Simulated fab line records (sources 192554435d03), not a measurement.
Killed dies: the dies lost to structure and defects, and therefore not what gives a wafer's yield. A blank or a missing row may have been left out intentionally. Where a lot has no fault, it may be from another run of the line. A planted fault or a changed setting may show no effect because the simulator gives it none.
A struck lot beside a sound one	flow n5 finfet	19 out of 1938 route steps
Sound: these wafers, L245.1, L245.3, L245.5. The struck wafers were L253.2, L253.5, L253.6. The cause is named last.
Each step with rows lists, per side, the tool, then ch with its chambers, then its first start. Under that, the readings that differ: sound wafers	struck wafers	difference of the means	sigmas: that difference in standard deviations of wafers without a fault.
alike: readings whose means differ by less than 2 such deviations, and words and numbers that are the same on both sides. not compared: withheld readings, readings that some wafer has no value for, bounds like >300 that may hide the same value, and numbers for which the record gives no deviation and whose values overlap.
The two part at a step that has a row with sigmas, a row that says differs or no value, or rows on one side only. Non-overlapping numbers with no deviation appear without sigmas and do not part them. A reading missing from all wafers of one side parts the sides only when that side holds two or more wafers.

first, 12 steps without rows for these wafers: N5_FIN_CUT_DESCUM_13 (chemistry O2, time 7 s); N5_FIN_CUT_ETCH_30 (etches underlayer in N2/H2, target depth 13 nm, time 10.4 s); N5_FIN_CUT_ETCH_20 (etches SiARC in CF4, target depth 26 nm, time 43.3 s); N5_FIN_CUT_ETCH_21 (etches SOC in N2/H2, target depth 219 nm, overetch 43.8 nm, time 523.5 s); N5_FIN_CUT_STRIP_23 (strips in N2/H2); N5_FIN_CUT_STRIP_31 (strips in N2/H2); N5_FIN_CUT_STRIP_24 (strips in CF4); N5_FIN_CUT_CUT_ETCH_26 (etches SiNx in CH3F/O2, target depth 39 nm, time 55.7 s); N5_FIN_CUT_CUT_ETCH_27 (etches SiO2 in CHF3/O2, target depth 4 nm, overetch 2 nm, time 4.9 s); N5_FIN_CUT_PRECLEAN_35 (cleans in vHF, time 13.3 s); N5_FIN_CUT_CUT_ETCH_15 (etches Si in HBr/Cl2/O2, target depth 100 nm, bt time 10 s, time 42.4 s); N5_FIN_CUT_CUT_ETCH_28 (etches Si in HBr/Cl2/O2, target depth 6 nm, time 2.4 s).
N5_FIN_CUT_STRIP_22: strips in N2/H2.
  sound on rie diel-03 ch 0,1, day 3 23:26; struck on rie diel-01 ch 1,2,3, day 5 21:32
  no value came back on the struck wafers for any of 7 readings (bias power w (W), chamber pressure mTorr (mTorr) and others); on the sound wafers bias power w (W) reads 8.024 7.962 7.947
reading	sound	struck	difference	sigmas
model.SOC_of_FIN_CUT_COAT_18.thk nm (nm)	0 0 0	168.8 168.6 167.6	+168.3	
  not compared: rf hours counter h
then, 3 steps without rows for these wafers: N5_FIN_CUT_PRECLEAN_36 (cleans in O3/DIW, time 60 s); N5_FIN_CUT_SRD_32 (time 30 s); N5_FIN_CUT_UV_OZONE_34 (time 120 s).
N5_FIN_CUT_INSPECT_17: inspects for defects (brightfield).
  sound on defect inspect-02, day 3 23:36; struck on defect inspect-02, day 5 21:42
reading	sound	struck	difference	sigmas
raw defect count	208 246 170	2748 2729 2605	+2486	+41
N5_BEOL_M4_RC_MEAS_101:
  the record has rows for the sound wafers here (prober-01 ch 0, day 9 08:40) and none for the struck ones
-- the record jumps here: 10 days lie between the struck wafers' starts before and after (it left off in module BEOL_M4 and takes up again in module PASSIVATION, whose first step shown is number 1936 of the route) --
N5_PASSIVATION_PROBE_49:
  sound on prober-02, day 13 15:38; struck on prober-02, day 16 04:32
reading	sound	struck	difference	sigmas
killed at front end	43 36 28	1061 1104 1073	+1044	+75
killed dies	115 114 88	1158 1159 1159	+1053	+55
killed on rim	17 10 10	143 141 147	+131	+31
  alike: killed_at_M0_to_M3, killed_at_M4_up, killed at contacts, killed at other, killed open, killed short

WHERE THEY PART
Earliest at N5_FIN_CUT_STRIP_22; latest, in this record, at N5_PASSIVATION_PROBE_49.

WHY: whatever the simulator had introduced
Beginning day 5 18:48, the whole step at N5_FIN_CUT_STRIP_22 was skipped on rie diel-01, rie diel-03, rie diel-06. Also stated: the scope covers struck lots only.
